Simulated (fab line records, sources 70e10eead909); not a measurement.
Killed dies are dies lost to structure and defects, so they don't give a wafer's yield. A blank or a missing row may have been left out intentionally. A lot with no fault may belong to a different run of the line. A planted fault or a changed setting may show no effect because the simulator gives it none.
fab line records | flow nand-harc
record lots=14 wafers=42 last-day=25
route steps=1159 shown A_CONTACT@935
lots that met no fault: taken from a fault-free run of the same line
start-h: hours from the record's opening day to when the first of the lot's shown wafers began | wait-h: hours since the lot's step before | " identical to the entry in the row above | L1.1+2: several wafers, shown together as one row | - no value present, or no start provided | * or withheld: withheld | < > ~ a bound
route shown NAME@n: a module of which the file shows steps, and the number in the route of the first | usual: mean/standard deviation of fault-free wafers | same: alike in all rows | chamber/n: place in a boat | sites: readings site by site | _std_site: their standard deviation | _edge_site: inner sites' mean taken away from outer sites' mean | radius-mm: for every site, how far away it sits from the centre of the wafer | mask NAME#n: copy n | behind: the last tool/chamber to shape the wafer | hold: why the lot was held/for how many hours/how that ended | device: whichever transistor did not switch (one of n, p or np) | end of line: the tests these same wafers got at the end of their route | a step without rows: its recipe alone | killed: at the first sort, the dies lost to defects and structure; wafer yield is something else | map: dies across one wafer; x = killed, . = not, _ = none there
set.NAME: the setting that was run; set.NAME@STEP: the one run at that earlier step | model.NAME: the simulator's own value behind a step, which no gauge read
steps of the route over a sample of lots; a table a step, a row a wafer
services: a tool's chamber out of use, with start hour (start-h, from the record's first day; less than 0 if before it), hours out, and reason
## steps
# step NHARC_A_CONTACT_CD_MEAS_08
# recipe target-cd-nm=100 landing-energy-ev=500
# usual cd-nm=99.9/0.59
# columns lot.wafer tool chamber start-h wait-h cd-nm
L682.3 cd-sem-02 0 403.65 - 100.7
L682.4 " 0 " " 99.8
L682.5 " 0 " " 99.7
L684.1 cd-sem-01 0 409.63 - 99.2
L684.2 " 0 " " 99.4
L684.5 " 0 " " 99.5
L685.1 cd-sem-03 0 435.66 - 100.4
L685.3 " 0 " " 99.8
L685.5 " 0 " " 100.1
L687.1 cd-sem-03 0 443.36 - 100.1
L687.2 " 0 " " 100.4
L687.6 " 0 " " 99.9
L688.1 cd-sem-02 0 444.79 - 100.1
L688.4 " 0 " " 99.9
L688.5 " 0 " " 99.6
L689.2 cd-sem-01 0 446.99 - 99.3
L689.3 " 0 " " 99.0
L689.4 " 0 " " 99.5
L692.2 cd-sem-03 0 485.08 - 101.0
L692.4 " 0 " " 100.7
L692.6 " 0 " " 100.3
L699.2 cd-sem-02 0 495.38 - 99.9
L699.3 " 0 " " 99.8
L699.4 " 0 " " 99.3
L695.2 cd-sem-01 0 506.01 - 100.8
L695.3 " 0 " " 100.0
L695.5 " 0 " " 100.3
L700.2 cd-sem-03 0 516.71 - 99.5
L700.4 " 0 " " 99.6
L700.5 " 0 " " 100.1
L703.1 cd-sem-03 0 522.88 - 100.1
L703.4 " 0 " " 100.2
L703.5 " 0 " " 100.3
L702.1 cd-sem-01 0 524.17 - 98.9
L702.2 " 0 " " 99.2
L702.3 " 0 " " 99.6
L701.3 cd-sem-01 0 525.53 - 99.5
L701.4 " 0 " " 99.5
L701.6 " 0 " " 99.9
L704.1 cd-sem-03 0 538.62 - 99.7
L704.2 " 0 " " 100.3
L704.4 " 0 " " 100.1
# step NHARC_A_CONTACT_OVL_MEAS_09
# usual overlay-x-nm=0.0/0.9 overlay-y-nm=0.1/0.88
# columns lot.wafer tool chamber start-h wait-h overlay-x-nm overlay-y-nm
L682.3 overlay-01 - 403.73 - -0.7 0.5
L682.4 " - " " 0.1 0.7
L682.5 " - " " -0.4 0.1
L684.1 overlay-02 - 409.73 - -0.7 -1.0
L684.2 " - " " -0.1 -1.4
L684.5 " - " " -0.4 -1.3
L685.1 overlay-01 - 435.75 - -0.7 -1.1
L685.3 " - " " -0.7 -1.2
L685.5 " - " " -1.5 -1.5
L687.1 overlay-01 - 443.46 - 0.2 -0.2
L687.2 " - " " 0.2 0.0
L687.6 " - " " 0.2 0.2
L688.1 overlay-02 - 444.88 - 1.1 0.7
L688.4 " - " " 0.9 1.0
L688.5 " - " " 1.5 0.8
L689.2 overlay-02 - 447.07 - -0.7 0.9
L689.3 " - " " -1.1 0.6
L689.4 " - " " -0.9 -0.1
L692.2 overlay-02 - 485.17 - 0.0 -0.4
L692.4 " - " " -0.1 -0.3
L692.6 " - " " 0.0 0.2
L699.2 overlay-02 - 495.48 - 0.8 1.1
L699.3 " - " " 0.7 0.1
L699.4 " - " " 0.5 0.6
L695.2 overlay-02 - 506.10 - -0.3 1.4
L695.3 " - " " -0.1 1.9
L695.5 " - " " -0.4 1.8
L700.2 overlay-01 - 516.80 - -0.7 1.1
L700.4 " - " " -0.8 0.7
L700.5 " - " " -0.7 1.7
L703.1 overlay-02 - 522.97 - 0.3 -1.4
L703.4 " - " " 0.0 -1.6
L703.5 " - " " 0.7 -1.5
L702.1 overlay-02 - 524.26 - -0.1 0.6
L702.2 " - " " 0.3 0.8
L702.3 " - " " -0.1 1.0
L701.3 overlay-02 - 525.62 - 0.2 1.0
L701.4 " - " " -0.2 1.3
L701.6 " - " " -0.4 1.2
L704.1 overlay-02 - 538.71 - -1.3 -1.3
L704.2 " - " " -1.0 -1.4
L704.4 " - " " -0.4 -0.7
# step NHARC_A_CONTACT_ETCH_31
# recipe target-depth-a=20000 over-etch-frac=0.3 time-s=520 ion-energy-ev=150 o2-flow-sccm=400 cos-flow-sccm=20 ar-flow-sccm=0 rf-w=500 bias-w=300 chemistry=O2/COS
# usual bias-w=300.0/0.9 chamber-pressure-mTorr=20.000/0.019 drypump-motor-current-A=5.5/0.51 oes-product-au=1.002/0.0099 rf-fwd-power-W=499.2/1.6 rf-vpp-V=314.2/2.2 showerhead-plenum-p-Torr=3.13/0.15 throttle-valve-pct=28.330/0.0086
# same over-etch-frac=0.3
# columns lot.wafer tool chamber start-h wait-h bias-w chamber-pressure-mTorr drypump-motor-current-A oes-product-au rf-fwd-power-W rf-hours-counter-h rf-vpp-V showerhead-plenum-p-Torr throttle-valve-pct
L682.3 rie-diel-08 0 - - 297.9 20.033 5.7 1.004 500.5 36 317.9 3.35 28.336
L682.4 " 1 " " 299.4 19.979 5.4 1.007 497.4 31 315.8 3.19 28.339
L682.5 " 3 " " 300.2 19.989 5.1 1.006 498.8 - 311.5 3.00 28.332
L684.1 rie-diel-13 1 - - 300.3 20.018 6.0 0.991 499.7 22 314.2 3.15 28.321
L684.2 " 3 " " 301.1 19.974 5.6 1.006 499.8 22 315.3 3.24 28.332
L684.5 " 2 " " 300.3 20.042 6.2 1.006 501.7 - 311.5 2.89 28.326
L685.1 rie-diel-11 1 - - 299.8 19.994 6.4 0.982 498.7 27 313.3 3.03 28.334
L685.3 " 2 " " 299.3 20.012 6.0 0.986 499.5 26 312.2 3.06 28.336
L685.5 " 2 " " 300.8 20.025 6.0 0.984 498.2 - 314.9 3.06 28.323
L687.1 rie-diel-08 3 - - 301.0 19.975 5.1 1.003 496.8 47 311.4 2.99 28.331
L687.2 " 1 " " 299.4 20.013 5.4 1.007 499.1 49 314.2 3.18 28.315
L687.6 " 2 " " 300.7 19.958 4.9 0.998 500.9 - 316.2 3.25 28.327
L688.1 rie-diel-08 3 - - 298.6 19.979 5.1 1.008 498.6 48 312.0 2.99 28.333
L688.4 " 2 " " 299.9 19.962 4.9 1.005 500.9 56 316.0 3.25 28.333
L688.5 " 0 " " 300.0 19.989 5.7 0.995 498.8 - 316.6 3.34 28.325
L689.4 rie-diel-08 2 - - 299.8 20.010 4.9 1.001 498.1 56 316.8 3.25 28.330
L689.2 " 3 " " 300.3 20.025 5.1 0.999 497.7 49 312.7 2.99 28.326
L689.3 " 1 " " 299.5 19.992 5.4 1.004 495.2 50 316.7 3.18 28.320
L692.4 rie-diel-13 1 - - 300.5 19.998 6.0 0.990 498.7 4 312.8 3.15 28.327
L692.2 " 3 " " 300.2 19.984 5.6 0.991 499.6 5 316.0 3.23 28.323
L692.6 " 1 " " 301.0 20.006 6.0 1.000 498.6 - 314.1 3.15 28.328
L699.4 rie-diel-11 1 - - 299.9 19.992 6.4 0.997 499.6 50 313.0 3.02 28.302
L699.2 " 2 " " 301.4 20.000 6.0 0.993 497.5 50 312.5 3.05 28.342
L699.3 " 3 " " 299.5 19.997 4.9 0.998 499.5 51 311.8 2.93 28.326
L695.2 rie-diel-13 0 - - 299.6 20.012 5.1 1.004 499.9 7 311.0 2.96 28.325
L695.3 " 3 " " 299.6 20.000 5.6 0.999 498.9 7 316.1 3.23 28.328
L695.5 " 1 " " 301.9 20.009 6.1 1.008 499.9 - 312.8 3.15 28.326
L700.4 rie-diel-11 1 - - 298.6 19.993 6.4 1.010 500.1 57 312.6 3.02 28.341
L700.2 " 3 " " 301.1 20.003 4.8 1.001 497.8 58 310.8 2.93 28.322
L700.5 " 0 " " 300.8 20.004 6.0 1.008 499.2 - 310.4 2.89 28.326
L703.1 rie-diel-08 2 - - 299.8 20.001 4.9 1.002 496.1 12 315.9 3.24 28.323
L703.4 " 3 " " 299.4 19.997 5.1 1.015 497.7 12 314.1 2.98 28.335
L703.5 " 3 " " 299.6 20.044 5.1 1.004 501.7 - 312.7 2.98 28.334
L702.2 rie-diel-08 1 - - 299.7 20.001 5.4 0.986 499.2 12 315.0 3.17 28.328
L702.3 " 2 " " 301.0 20.015 4.9 0.997 498.7 13 316.3 3.24 28.332
L702.1 " 3 " " 299.4 19.954 5.1 1.007 499.8 12 310.0 2.98 28.332
L701.4 rie-diel-08 2 - - 299.7 20.015 4.9 0.999 501.1 14 315.0 3.24 28.320
L701.3 " 3 " " 299.9 20.030 5.1 1.007 498.3 13 311.7 2.98 28.330
L701.6 " 3 " " 298.2 19.970 5.1 0.997 497.1 - 311.9 2.97 28.336
L704.1 rie-diel-11 2 - - 299.3 19.967 6.0 1.001 496.5 66 313.3 3.04 28.332
L704.4 " 3 " " 300.9 19.983 4.8 0.996 497.7 68 312.1 2.93 28.307
L704.2 " 0 " " 300.4 19.997 5.9 1.009 500.7 68 311.1 2.89 28.334
# step NHARC_A_CONTACT_ETCH_134
# recipe source-w=withheld pressure-mtorr=20 bias-v=withheld time-s=140 target-depth-a=7000 ar-flow-sccm=withheld c4f8-flow-sccm=withheld o2-flow-sccm=withheld chemistry=C4F8/O2/Ar
# usual chamber-pressure-mTorr=20.000/0.018 oes-air-line-au=0.998/0.022
# columns lot.wafer tool chamber start-h wait-h chamber-pressure-mTorr oes-air-line-au rf-hours-counter-h
L682.4 har-cap-etch-01 0 404.94 - 19.979 1.018 -
L682.3 " 1 " " 20.003 1.001 -
L682.5 " 1 " " 19.993 1.022 -
L684.2 har-cap-etch-02 0 410.82 - 19.999 0.989 14
L684.1 " 1 " " 19.990 0.978 14
L684.5 " 0 " " 20.004 1.002 -
L685.1 har-cap-etch-03 1 438.14 - 20.022 1.003 91
L685.3 " 1 " " 19.997 1.017 -
L685.5 " 1 " " 19.980 1.008 -
L687.2 har-cap-etch-02 0 444.65 - 20.024 1.016 19
L687.1 " 1 " " 19.978 1.039 19
L687.6 " 0 " " 20.000 1.001 -
L688.1 har-cap-etch-03 0 446.12 - 20.024 0.992 93
L688.4 " 1 " " 19.987 0.985 -
L688.5 " 1 " " 20.004 0.953 -
L689.2 har-cap-etch-03 0 448.16 - 20.001 0.981 93
L689.4 " 0 " " 20.001 0.974 -
L689.3 " 1 " " 20.031 1.013 -
L692.2 har-cap-etch-03 0 486.28 - 20.010 0.986 96
L692.4 " 0 " " 20.001 1.011 -
L692.6 " 1 " " 19.973 0.993 -
L699.2 har-cap-etch-03 1 497.14 - - - -
L699.3 " 1 " " - - -
L699.4 " 0 " " - - -
L695.2 har-cap-etch-03 0 507.28 - - - -
L695.3 " 0 " " - - -
L695.5 " 1 " " - - -
L700.2 har-cap-etch-03 1 517.88 - 20.021 0.967 103
L700.4 " 0 " " 20.018 1.020 -
L700.5 " 0 " " 20.025 0.991 -
L703.1 har-cap-etch-02 0 524.09 - 19.965 1.022 34
L703.4 " 0 " " 19.971 0.992 -
L703.5 " 1 " " 20.006 0.983 -
L702.2 har-cap-etch-03 1 525.48 - 20.027 0.972 105
L702.1 " 0 " " 19.973 0.999 105
L702.3 " 1 " " 19.976 0.963 -
L701.4 har-cap-etch-01 1 526.94 - 19.967 1.024 -
L701.3 " 0 " " 19.994 0.995 -
L701.6 " 0 " " 19.977 0.996 -
L704.2 har-cap-etch-02 1 539.79 - 19.979 0.969 37
L704.1 " 0 " " 20.016 1.007 37
L704.4 " 0 " " 19.987 0.989 -
## services
# columns tool chamber start-h hours kind
rie-diel-08 0 385.79 - clean
rie-diel-08 1 385.79 - clean
rie-diel-08 2 385.79 - clean
rie-diel-08 3 385.79 - clean
rie-diel-08 0 410.29 - clean
rie-diel-08 1 410.29 - clean
rie-diel-08 2 410.29 - clean
rie-diel-08 3 410.29 - clean
rie-diel-08 0 435.16 - clean
rie-diel-08 1 435.16 - clean
rie-diel-08 2 435.16 - clean
rie-diel-08 3 435.16 - clean
rie-diel-13 - 453.08 9.0 pm
rie-diel-08 0 459.66 - clean
rie-diel-08 1 459.66 - clean
rie-diel-08 2 459.66 - clean
rie-diel-08 3 459.66 - clean
har-cap-etch-01 - 461.43 0.5 repair
har-cap-etch-03 - 467.09 0.3 repair
rie-diel-08 - 480.12 9.0 pm
rie-diel-08 0 480.12 9.0 vent-cycle
rie-diel-08 1 480.12 9.0 vent-cycle
rie-diel-11 1 492.62 4.0 repair
rie-diel-13 0 526.94 4.7 repair
## key
first-sign step=NHARC_A_CONTACT_ETCH_134 reading=tool-record direction=missing
effect none on later readings
met-at NHARC_A_CONTACT_ETCH_134
struck-lots L695,L699
later-rows-left-out L695.2,L695.3,L695.5,L699.2,L699.3,L699.4
sort-left-out L695.2,L695.3,L695.5,L699.2,L699.3,L699.4
tester-left-out L695,L699
not-acting-at NHARC_A_CONTACT_CD_MEAS_08,NHARC_A_CONTACT_OVL_MEAS_09,NHARC_A_CONTACT_ETCH_31
onset-between 486.28 497.14
fault kind=skipped-step-whole tool=har-cap-etch-03 chamber=- onset-h=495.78 steps=NHARC_A_CONTACT_ETCH_134 scope=struck-lots-only
# tester-left-out: of these lots the tester's yield and bins aren't shown, on N5 and GAA mostly nor the transistor test; their killed dies are dies lost to structure and defects alone, not to doping, threshold or leakage, so they don't give the yield
# sort-left-out: the simulated sort isn't trusted on such a fault, so these wafers' sort isn't shown, and their yield isn't known
# later-rows-left-out: the simulator's readings of these wafers behind a module that went badly wrong aren't trusted and aren't shown, but for the sort
